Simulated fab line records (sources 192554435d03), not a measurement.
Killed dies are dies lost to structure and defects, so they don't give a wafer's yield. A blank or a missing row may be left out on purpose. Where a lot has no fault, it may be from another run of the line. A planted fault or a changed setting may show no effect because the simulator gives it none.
fab line records ; flow n5Finfet
record lots=6; wafers=18; lastDay=20
route steps=1938 shown BEOL_M6@1199 PASSIVATION@1936
lots that met no fault: from a run of the same line without faults
startH: hours from the record's first day to the start of the lot's first wafer shown ; waitH: hours from the lot's prior step to this one ; " the same as in the row above ; L1.1+2: one row covering several wafers at once ; - no value present, or no start provided ; * or withheld: withheld ; < > ~ a bound
route shown NAME@n: a module of which the file shows steps, and the number in the route of the first ; usual: mean/standard deviation taken from wafers without a fault ; same: alike in all rows ; chamber/n: place in a boat ; sites: each site's reading ; _std_site: how widely they spread, as a standard deviation ; _edge_site: inner sites' mean taken away from outer sites' mean ; radiusMm: how far each site lies from the wafer's centre ; mask NAME#n: copy n ; behind: the most recent tool/chamber to have shaped the wafer ; hold: the reason the lot was held/the length of the hold in hours/how it ended ; device: which transistor (n, p or np) failed to switch ; end of line: the same wafers' tests at the end of the route ; a step without rows: its recipe alone ; killed: not the wafer's yield, but the dies lost to structure and defects at the first sort ; map: a wafer's dies, x killed, . not, _ none there
set.NAME: the setting that was run; set.NAME@STEP: the one run at that earlier step ; model.NAME: the simulator's own value behind a step, which no gauge read
lots seen at some steps along the route; tables by step, rows by wafer
services: from which hour (startH, from the record's first day; less than 0 if before it) a tool's chamber was out of use, for how many hours, and why
## steps
# step N5_BEOL_M6_COAT_59
# recipe resist=SOC; tempC=250; timeS=60; spinRpm=1500; resistThkNm=100
# step N5_BEOL_M6_COAT_60
# recipe resist=SiARC; tempC=220; timeS=60; spinRpm=1500; resistThkNm=35
# step N5_BEOL_M6_COAT_05
# recipe resist=CAR-ArF; spinRpm=1500; resistThkNm=90
# step N5_BEOL_M6_EBR_07
# recipe solvent=PGMEA; ebrWidthMm=1.5
# step N5_BEOL_M6_SOFTBAKE_06
# recipe tempC=110; timeS=60; resist=CAR-ArF
# step N5_BEOL_M6_EXPOSE_08
# recipe maskId=M6; na=1.35; sourceShape=dipole; sigmaInner=0.817; sigmaOuter=0.97; polarization=te; doseMj=68.25
# step N5_BEOL_M6_PEB_09
# recipe pebTempC=withheld; pebTimeS=60; resist=CAR-ArF
# step N5_BEOL_M6_DEVELOP_10
# recipe developTimeS=30; developer=TMAH; resist=CAR-ArF; rinseLiquid=diw; dry=airSpin; devTempC=23
# step N5_BEOL_M6_CD_MEAS_11
# recipe targetCdNm=38.5; landingEnergyEv=500; detector=seInlens; polarity=opening
# usual cdNm=38.4/0.38
lot.wafer;tool;chamber;startH;waitH;cdNm
L469.3;cdSem-01;0;248.48;-;38.5
L469.4;cdSem-01;0;248.48;-;38.3
L469.6;cdSem-01;0;248.48;-;38.6
L472.1;cdSem-02;0;274.14;-;38.9
L472.2;cdSem-02;0;274.14;-;38.7
L472.4;cdSem-02;0;274.14;-;38.8
L475.2;cdSem-02;0;278.20;-;37.9
L475.3;cdSem-02;0;278.20;-;37.9
L475.5;cdSem-02;0;278.20;-;38.1
L488.4;cdSem-01;0;372.80;-;38.1
L488.5;cdSem-01;0;372.80;-;38.4
L488.6;cdSem-01;0;372.80;-;38.1
L487.3;cdSem-02;0;379.55;-;38.9
L487.5;cdSem-02;0;379.55;-;38.2
L487.6;cdSem-02;0;379.55;-;38.8
L489.1;cdSem-01;0;382.78;-;37.9
L489.2;cdSem-01;0;382.78;-;38.3
L489.3;cdSem-01;0;382.78;-;37.8
# step N5_BEOL_M6_OVL_MEAS_12
# recipe pointsPerWafer=44
# usual M6_OVL=0.2/0.74
lot.wafer;tool;chamber;startH;waitH;M6_OVL[nm]
L469.3;overlay-02;0;248.51;0.0;0.3
L469.4;overlay-02;0;248.51;0.0;0.3
L469.6;overlay-02;0;248.51;0.0;-0.7
L472.1;overlay-02;0;274.17;0.0;-1.3
L472.2;overlay-02;0;274.17;0.0;0.1
L472.4;overlay-02;0;274.17;0.0;-0.4
L475.2;overlay-02;0;278.23;0.0;0.8
L475.3;overlay-02;0;278.23;0.0;0.6
L475.5;overlay-02;0;278.23;0.0;-0.5
L488.4;overlay-01;0;372.83;0.0;-0.5
L488.5;overlay-01;0;372.83;0.0;0.7
L488.6;overlay-01;0;372.83;0.0;-0.9
L487.3;overlay-01;0;379.58;0.0;-1.0
L487.5;overlay-01;0;379.58;0.0;-1.3
L487.6;overlay-01;0;379.58;0.0;-0.1
L489.1;overlay-02;0;382.81;0.0;-1.6
L489.2;overlay-02;0;382.81;0.0;-0.4
L489.3;overlay-02;0;382.81;0.0;0.2
# step N5_BEOL_M6_INSPECT_13
# recipe mode=adi; inspectInstrument=brightfield
# usual rawDefectCount=413/99
lot.wafer;tool;chamber;startH;waitH;rawDefectCount
L469.3;defectInspect-01;-;249.43;0.9;505
L469.4;defectInspect-01;-;249.43;0.9;443
L469.6;defectInspect-01;-;249.43;0.9;357
L472.1;defectInspect-01;-;274.20;0.0;329
L472.2;defectInspect-01;-;274.20;0.0;414
L472.4;defectInspect-01;-;274.20;0.0;329
L475.2;defectInspect-02;-;278.26;0.0;370
L475.3;defectInspect-02;-;278.26;0.0;317
L475.5;defectInspect-02;-;278.26;0.0;462
L488.4;defectInspect-02;-;372.86;0.0;301
L488.5;defectInspect-02;-;372.86;0.0;328
L488.6;defectInspect-02;-;372.86;0.0;471
L487.3;defectInspect-02;-;379.60;0.0;308
L487.5;defectInspect-02;-;379.60;0.0;422
L487.6;defectInspect-02;-;379.60;0.0;387
L489.1;defectInspect-01;-;382.84;0.0;386
L489.2;defectInspect-01;-;382.84;0.0;316
L489.3;defectInspect-01;-;382.84;0.0;314
# step N5_BEOL_M6_DESCUM_16
# recipe chemistry=O2; timeS=7.9; sourcePowerW=50; biasPowerW=20; pressureMtorr=20; rfFrequencyHz=2.712e+07; tempC=40; resist=CAR-ArF; o2FlowSccm=225
# usual drypumpMotorCurrentA=5.8/0.43; oesProductAu=0.78/0.072; rfVppV=243.7/1.2; showerheadPlenumPTorr=2.12/0.054; throttleValvePct=20.48/0.2
lot.wafer;tool;chamber;startH;waitH;drypumpMotorCurrentA;oesProductAu;rfHoursCounterH;rfVppV;showerheadPlenumPTorr;throttleValvePct
L469.3;rieDiel-06;2;249.47;0.0;5.1;0.72;189;244.1;2.18;20.37
L469.4;rieDiel-06;0;249.47;0.0;6.0;0.72;201;243.3;2.07;20.67
L469.6;rieDiel-06;0;249.47;0.0;6.0;0.73;-;242.7;2.07;20.66
L472.1;rieDiel-06;2;274.65;0.4;5.1;0.71;200;243.7;2.17;20.38
L472.2;rieDiel-06;3;274.65;0.4;5.9;0.73;166;243.0;2.10;20.50
L472.4;rieDiel-06;1;274.65;0.4;5.7;0.81;92;244.4;2.11;20.49
L475.2;rieDiel-06;2;278.34;0.1;5.1;0.72;202;244.4;2.17;20.39
L475.3;rieDiel-06;0;278.34;0.1;6.0;0.71;212;244.1;2.07;20.69
L475.5;rieDiel-06;2;278.34;0.1;5.1;0.72;-;244.3;2.17;20.38
L488.4;rieDiel-01;3;373.03;0.2;5.6;0.72;203;243.1;2.07;20.64
L488.5;rieDiel-01;1;373.03;0.2;5.7;0.76;-;242.6;2.10;20.50
L488.6;rieDiel-01;0;373.03;0.2;5.8;0.79;-;245.5;2.19;20.56
L487.3;rieDiel-04;0;379.63;0.0;6.4;0.82;79;244.8;2.20;20.39
L487.5;rieDiel-04;3;379.63;0.0;6.5;0.71;-;245.5;2.15;20.35
L487.6;rieDiel-04;2;379.63;0.0;5.4;0.92;-;243.5;2.14;20.66
L489.1;rieDiel-04;1;382.87;0.0;5.3;0.74;167;241.9;2.08;20.21
L489.2;rieDiel-04;3;382.87;0.0;6.5;0.70;245;243.5;2.15;20.35
L489.3;rieDiel-04;0;382.87;0.0;6.4;0.83;80;244.2;2.20;20.40
# step N5_BEOL_M6_ETCH_61
# recipe chemistry=CF4; target=SiARC; targetDepthA=455; maskMaterial=CAR-ArF; timeS=75.8; ionEnergyEv=80; pressureMtorr=40; sourceW=545; biasW=36; Ar_flow_sccm=100; cf4FlowSccm=100; ends=cleared
# usual drypumpMotorCurrentA=5.8/0.43; etchRfOnTimeS=75.6/0.89; oesProductAu=0.66/0.061; rfVppV=184.5/1; showerheadPlenumPTorr=2.17/0.051; throttleValvePct=15.66/0.18
lot.wafer;tool;chamber;startH;waitH;drypumpMotorCurrentA;etchRfOnTimeS;oesProductAu;rfHoursCounterH;rfVppV;showerheadPlenumPTorr;throttleValvePct
L469.3;rieDiel-06;2;249.51;0.0;5.1;74.9;0.62;189;184.4;2.22;15.57
L469.4;rieDiel-06;0;249.51;0.0;6.0;76.3;0.62;201;184.1;2.12;15.87
L469.6;rieDiel-06;0;249.51;0.0;5.9;75.8;0.63;-;183.4;2.12;15.85
L472.1;rieDiel-06;2;274.68;0.0;5.1;74.4;0.62;200;185.2;2.22;15.59
L472.2;rieDiel-06;3;274.68;0.0;5.9;86.7;0.58;166;184.5;2.13;15.58
L472.4;rieDiel-06;1;274.68;0.0;5.7;75.1;0.70;92;184.6;2.16;15.65
L475.2;rieDiel-06;2;278.38;0.0;5.1;86.0;0.56;202;185.5;2.22;15.59
L475.3;rieDiel-06;0;278.38;0.0;6.0;87.5;0.57;212;184.1;2.12;15.89
L475.5;rieDiel-06;2;278.38;0.0;5.1;87.0;0.56;-;184.9;2.22;15.59
L488.4;rieDiel-01;3;373.06;0.0;5.6;77.2;0.61;203;183.1;2.13;15.88
L488.5;rieDiel-01;1;373.06;0.0;5.8;75.8;0.66;-;184.4;2.14;15.64
L488.6;rieDiel-01;0;373.06;0.0;5.8;76.7;0.66;-;185.8;2.23;15.70
L487.3;rieDiel-04;0;379.67;0.0;6.4;74.6;0.71;79;186.4;2.25;15.60
L487.5;rieDiel-04;3;379.67;0.0;6.5;76.3;0.61;-;184.6;2.20;15.58
L487.6;rieDiel-04;2;379.67;0.0;5.4;74.4;0.79;-;185.1;2.18;15.70
L489.1;rieDiel-04;1;382.91;0.0;5.3;76.7;0.62;167;182.8;2.13;15.46
L489.2;rieDiel-04;3;382.91;0.0;6.5;76.3;0.61;245;186.3;2.19;15.58
L489.3;rieDiel-04;0;382.91;0.0;6.4;75.1;0.70;80;185.0;2.25;15.61
# step N5_BEOL_M6_ETCH_62
# recipe chemistry=N2/H2; target=SOC; targetDepthA=1100; overetchA=220; maskMaterial=SiARC; tempC=40; timeS=165; ionEnergyEv=200; pressureMtorr=30; sourceW=840; biasW=150; n2FlowSccm=200; h2FlowSccm=200
# usual drypumpMotorCurrentA=5.8/0.43; oesProductAu=0.66/0.058; rfVppV=524.9/1.9; showerheadPlenumPTorr=2.58/0.067; throttleValvePct=17.87/0.22
lot.wafer;tool;chamber;startH;waitH;drypumpMotorCurrentA;oesProductAu;rfHoursCounterH;rfVppV;showerheadPlenumPTorr;throttleValvePct
L469.3;rieDiel-06;2;249.56;0.0;5.1;0.62;189;525.8;2.64;17.81
L469.4;rieDiel-06;0;249.56;0.0;6.0;0.61;201;522.1;2.51;18.10
L469.6;rieDiel-06;0;249.56;0.0;6.0;0.62;-;523.1;2.51;18.09
L472.1;rieDiel-06;2;274.74;0.0;5.1;0.61;200;525.6;2.63;17.83
L472.2;rieDiel-06;3;274.74;0.0;5.9;0.63;166;523.2;2.53;17.81
L472.4;rieDiel-06;1;274.74;0.0;5.7;0.70;92;523.9;2.56;17.88
L475.2;rieDiel-06;2;278.43;0.0;5.1;0.61;202;528.1;2.63;17.83
L475.3;rieDiel-06;0;278.43;0.0;5.9;0.61;212;521.9;2.51;18.11
L475.5;rieDiel-06;2;278.43;0.0;5.1;0.61;-;524.9;2.63;17.84
L488.4;rieDiel-01;3;373.12;0.0;5.6;0.61;203;523.4;2.52;18.06
L488.5;rieDiel-01;1;373.12;0.0;5.8;0.65;-;524.5;2.55;17.89
L488.6;rieDiel-01;0;373.12;0.0;5.7;0.67;-;527.9;2.66;18.00
L487.3;rieDiel-04;0;379.72;0.0;6.4;0.70;79;526.5;2.69;17.79
L487.5;rieDiel-04;3;379.72;0.0;6.5;0.60;-;524.6;2.61;17.67
L487.6;rieDiel-04;2;379.72;0.0;5.5;0.78;-;524.7;2.60;18.08
L489.1;rieDiel-04;1;382.96;0.0;5.3;0.63;167;523.1;2.53;17.56
L489.2;rieDiel-04;3;382.96;0.0;6.5;0.60;245;525.3;2.61;17.68
L489.3;rieDiel-04;0;382.96;0.0;6.4;0.70;80;527.5;2.69;17.80
# step N5_PASSIVATION_PROBE_49
# usual defectLimitedYield=91.2/1.3; killed_at_M0_to_M3=34/9.2; killed_at_M4_up=14/5; killedAtContacts=13/6.7; killedAtFrontEnd=39/12; killedAtOther=4/3.3; killedDies=104/15; killedOpen=68/12; killedShort=34/7.5; sort_bin_5_function=5.2/0.87; sort_bin_6_memory=3.3/0.63; sortNPass=1076/15; sortYieldPct=91.2/1.3
# same grossDies=1180; killedAtBackSide=0; sort_bin_4_leakage[%]=0; sort_bin_8_speed[%]=0
lot.wafer;tool;chamber;startH;waitH;defectLimitedYield[%];killed_at_M0_to_M3;killed_at_M4_up;killedAtContacts;killedAtFrontEnd;killedAtOther;killedDies;killedOpen;killedShort;sort_bin_5_function[%];sort_bin_6_memory[%];sortNPass;sortYieldPct[%]
L472.1;prober-02;-;364.77;0.0;92.6;33;8;7;36;3;87;50;36;4.3;2.9;1093;92.6
L472.2;prober-02;-;364.82;0.1;91.4;26;19;4;47;5;101;65;35;5.4;2.7;1079;91.4
L472.4;prober-02;-;364.92;0.2;88.7;38;16;16;62;1;133;88;44;5.7;5.2;1047;88.7
# killed by level:class
L472.1 FIN_SAQP:geometricParticle:short=11 FIN_SAQP:geometricParticle:open=7 BEOL_M2:geometricParticle:open=7 BEOL_M3:geometricParticle:open=6 MOL_CONTACT_COAG:geometricParticle:open=6 STI_FIN_REVEAL:geometricParticle:open=5 BEOL_M0_SAQP:geometricParticle:open=5 BEOL_M2:geometricParticle:short=5
L472.2 FIN_SAQP:geometricParticle:short=12 BEOL_M4:geometricParticle:open=12 DUMMY_GATE:geometricParticle:open=7 BEOL_M2:geometricParticle:open=7 STI_FIN_REVEAL:geometricParticle:open=6 BEOL_M3:geometricParticle:open=5 FIN_SAQP:geometricParticle:open=4 GATE_CUT:geometricParticle:short=4
L472.4 FIN_SAQP:geometricParticle:short=19 DUMMY_GATE:geometricParticle:open=14 BEOL_M2:geometricParticle:open=14 MOL_CONTACT_COAG:geometricParticle:open=13 BEOL_M4:geometricParticle:open=10 FIN_SAQP:geometricParticle:open=7 BEOL_M1:geometricParticle:open=6 BEOL_M2:geometricParticle:short=5
## services
tool;chamber;startH;hours;kind
rieDiel-01;-;234.77;2.8;pm
rieDiel-06;3;258.10;3.1;repair
rieDiel-04;3;260.32;20.8;repair
rieDiel-06;1;301.28;8.3;repair
rieDiel-06;-;310.71;2.8;pm
rieDiel-01;0;311.39;14.6;repair
rieDiel-04;2;317.65;-;clean
rieDiel-04;2;317.65;-;consumableReplace:focusRing
rieDiel-04;2;317.65;19.5;scheduledDown
rieDiel-04;2;317.65;19.5;ventCycle
rieDiel-01;1;323.83;2.3;repair
rieDiel-04;0;328.48;9.2;repair
rieDiel-01;1;337.50;9.0;repair
rieDiel-01;3;376.33;6.9;repair
rieDiel-06;0;377.94;8.3;repair
## key
firstSign step=N5_BEOL_M6_ETCH_61; reading=etchRfOnTimeS; direction=up; sigmas=13; usual=*; struck=*
effect none on later readings
metAt N5_BEOL_M6_ETCH_61
struckWafers L472.2,L475.2,L475.3,L475.5
onsetBetween 249.51 274.68
fault kind=processParameterDrift; tool=rieDiel-06; chamber=-; onsetH=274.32; steps=N5_BEOL_M6_ETCH_61; channel=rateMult; offset=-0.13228; shape=step; endH=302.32; scope=struckWafersOnly
